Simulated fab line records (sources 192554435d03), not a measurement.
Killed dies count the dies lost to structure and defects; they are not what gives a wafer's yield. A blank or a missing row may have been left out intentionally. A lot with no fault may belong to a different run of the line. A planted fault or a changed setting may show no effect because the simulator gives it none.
Struck lot and sound lot, side by side -- flow n5-finfet -- 15 steps out of a route of 1938
Sound: these wafers, L471.1, L471.2, L471.5. Wafers struck: L476.2, L476.4, L476.6. At the end, the cause is stated.
Per side, at each step with rows, come the tool, then ch with its chambers, and then its first start. Under that, the readings that differ: sound wafers -- struck wafers -- difference of the means -- sigmas: that difference in standard deviations of wafers without a fault.
alike: same words and numbers on both sides, and readings whose means sit less than 2 such deviations apart. not compared: any withheld reading, any reading some wafer has no value for, any bound like >300 that may hide the same value, and any number with overlapping values for which the record gives no deviation.
The two part at a step that has a row with sigmas, a row that says differs or no value, or rows on one side only. When numbers do not overlap yet have no deviation, they are printed without sigmas and do not part them. A reading missing from all wafers of one side parts the sides only when that side holds two or more wafers.

N5_HKMG_FIN_ALD_71: deposits TiN, target thk 1 nm, pulse time 1 s, purge time 3 s.
  sound on ald-metal-04 ch 1,2,3, day 6 03:10; struck on ald-metal-03 ch 0,3, day 7 04:37
  alike: heater-power-w, precursor-pulse-height-rel
then, 1 step without rows for these wafers: N5_HKMG_FIN_COAT_66 (time 60 s, resist thk 300 nm).
N5_HKMG_FIN_ETCH_67: etches SOC in N2/H2, stops on TiN, target depth 388.9 nm.
  sound on rie-diel-04 ch 0,1,3, day 6 03:31; struck on rie-diel-02 ch 0,2,3, day 7 04:58
  alike: drypump-motor-current-A, n2-flow-sccm, oes-product-au, rf-vpp-V, showerhead-plenum-p-Torr, throttle-valve-pct
  not compared: rf-hours-counter-h
then, 2 steps without rows for these wafers: N5_HKMG_FIN_STRIP_90 (strips SOC in N2/H2, time 20 s); N5_HKMG_FIN_WET_ETCH_73 (etches the open film in SC1, time 42.3 s, target depth 1.3 nm, rinse time 30 s).
N5_HKMG_FIN_ETCHBACK_68: etches the open film in Cl2/Ar, stops on HfO2, target depth 0.5 nm.
  sound on rie-metal-03 ch 0,1, day 6 03:44; struck on rie-metal-02 ch 0,1, day 7 05:10
  alike: drypump-motor-current-A, oes-product-au, throttle-valve-pct
  not compared: rf-hours-counter-h
then, 2 steps without rows for these wafers: N5_HKMG_FIN_STRIP_69 (strips in N2/H2, time 360 s); N5_HKMG_FIN_ALD_21 (deposits TiN, target thk 1.5 nm, pulse time 1 s, purge time 3 s).
N5_HKMG_FIN_ALD_72: deposits W, target thk 2 nm, pulse time 1 s, purge time 2 s.
  sound on cvd-w-02 ch 0,1, day 6 04:37; struck on cvd-w-02 ch 0,1, day 7 06:04
  alike: heater-power-w, precursor-pulse-height-rel
then, 3 steps without rows for these wafers: N5_HKMG_FIN_W_FILL_22 (material W, target thk 60 nm, time 18.2 s); N5_HKMG_FIN_PRECLEAN_83 (cleans in DIW, time 57.5 s); N5_HKMG_FIN_SRD_84 (dry time 32 s).
N5_HKMG_FIN_CMP_23: polishes, stops on SiNx, t overpolish 10 s, target thk 46.326 nm.
  sound on cmp-03 ch 0,1,2, day 6 04:56; struck on cmp-03 ch 0,1,2, day 7 06:23
reading,sound,struck,difference,sigmas
platen-rpm (rpm),50.30 50.26 50.32,48.25 48.30 48.23,-2.03,-66
  alike: head-pressure-psi, motor-current-A, overpolish-run-s, time-to-endpoint-s
N5_HKMG_FIN_CMP_94: polishes, stops on SiNx, t overpolish 4.7 s, target thk 43.299 nm.
  sound on cmp-03 ch 0,1,2, day 6 05:19; struck on cmp-03 ch 0,1,2, day 7 06:46
  alike: head-pressure-psi, motor-current-A, platen-rpm
N5_PASSIVATION_PROBE_49:
  sound wafers here have rows in the record (prober-02, day 14 08:10); struck ones have none

## WHERE THEY PART
Last at N5_PASSIVATION_PROBE_49 as far as this record goes, first at N5_HKMG_FIN_CMP_23.

WHY: whatever the simulator had introduced
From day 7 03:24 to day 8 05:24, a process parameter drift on cmp-03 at N5_HKMG_FIN_CMP_23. From 50.289, the setting platen-rpm moved by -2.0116. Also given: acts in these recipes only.
